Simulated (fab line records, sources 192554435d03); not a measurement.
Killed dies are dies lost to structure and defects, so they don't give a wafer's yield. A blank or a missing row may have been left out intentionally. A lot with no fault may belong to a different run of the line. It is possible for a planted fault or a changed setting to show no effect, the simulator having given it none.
Matching of chambers | flow n5 finfet | 3 sister chambers for N5_BEOL_M11_ILD_DEP_00 on pecvd-02
The step deposits SiCOH lowk from DEMS/porogen, target thk 308.51 nm, time 58 s. 27 wafers are shown with their chamber, then 12 later ones without.

== WAFERS PAIRED WITH THEIR CHAMBERS ==
wafer  | chamber | throttle valve pct (%) | heater power w (W) | heater power outer w (W)
L074.3 | 0       | 13.7                   | 285                | 129
L074.4 | 0       | 13.8                   | 297                | 135
L074.5 | 2       | 12.6                   | 253                | 131
L075.1 | 1       | 13.8                   | 398                | 186
L075.3 | 0       | 13.9                   | 327                | 160
L075.6 | 2       | 12.6                   | 249                | 125
L076.1 | 2       | 12.6                   | 224                | 110
L076.3 | 1       | 14.3                   | 370                | 168
L076.4 | 1       | 14.0                   | 379                | 180
L079.1 | 0       | 13.8                   | 328                | 156
L079.4 | 0       | 13.9                   | 327                | 158
L079.6 | 1       | 14.1                   | 325                | 137
L080.1 | 2       | 12.6                   | 211                | 106
L080.3 | 1       | 14.4                   | 343                | 160
L080.5 | 2       | 12.6                   | 224                | 109
L082.1 | 0       | 13.7                   | 286                | 124
L082.5 | 1       | 14.3                   | 319                | 133
L082.6 | 0       | 13.8                   | 298                | 131
L083.4 | 2       | 12.7                   | 235                | 121
L083.5 | 1       | 13.9                   | 377                | 182
L083.6 | 0       | 13.9                   | 337                | 153
L084.2 | 2       | 12.8                   | 226                | 108
L084.4 | 0       | 13.8                   | 298                | 133
L084.5 | 1       | 14.0                   | 399                | 191
L090.3 | 1       | 14.0                   | 381                | 182
L090.4 | 2       | 13.0                   | 225                | 112
L090.5 | 1       | 14.0                   | 397                | 186

SIGNATURES, as means of the wafers listed above
reading              | chamber 0 | chamber 1 | chamber 2 | scatter within a chamber
throttle valve pct   | 13.811    | 14.080    | 12.688    | 0.149
heater power w       | 309.22    | 368.80    | 230.88    | 22.9
heater power outer w | 142.11    | 170.50    | 115.25    | 16
Rule: a wafer lies at a distance from a chamber equal to the root of the sum of squares, over the readings, of (its reading less the chamber's mean, divided by the reading's scatter). The wafer belongs to the nearest chamber; if the next one is less than 2 further off, it can't be placed. How the scatter is found: for the shown wafers, subtract from each reading the mean of its chamber, square and add these, divide the total by (wafers less chambers), then take the root.

== WAFERS MISSING THEIR CHAMBER ==
wafer  | throttle valve pct (%) | heater power w (W) | heater power outer w (W)
L091.2 | 12.6                   | 237                | 123
L091.4 | 13.9                   | 348                | 151
L091.6 | 12.8                   | 236                | 125
L096.3 | 14.0                   | 393                | 182
L096.4 | 13.1                   | 230                | 112
L096.5 | 14.1                   | 328                | 159
L095.2 | 12.9                   | 249                | 130
L095.3 | 13.8                   | 390                | 183
L095.4 | 13.6                   | 308                | 142
L097.2 | 13.9                   | 384                | 189
L097.3 | 13.8                   | 282                | 119
L097.4 | 14.0                   | 395                | 189

== CHAMBER TAKEN BY EACH ==
wafer  | from the rows above     | in truth
L091.2 | 2                       | 2
L091.4 | can't be placed: 0 or 1 | 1
L091.6 | 2                       | 2
L096.3 | 1                       | 1
L096.4 | 2                       | 2
L096.5 | can't be placed: 1 or 0 | 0
L095.2 | 2                       | 2
L095.3 | 1                       | 1
L095.4 | 0                       | 0
L097.2 | 1                       | 1
L097.3 | 0                       | 0
L097.4 | 1                       | 1
Correct placement for 10 of the 12. Unplaceable from these rows: 2, with the true chamber sitting among the candidates in 2. Wrongly placed: 0.
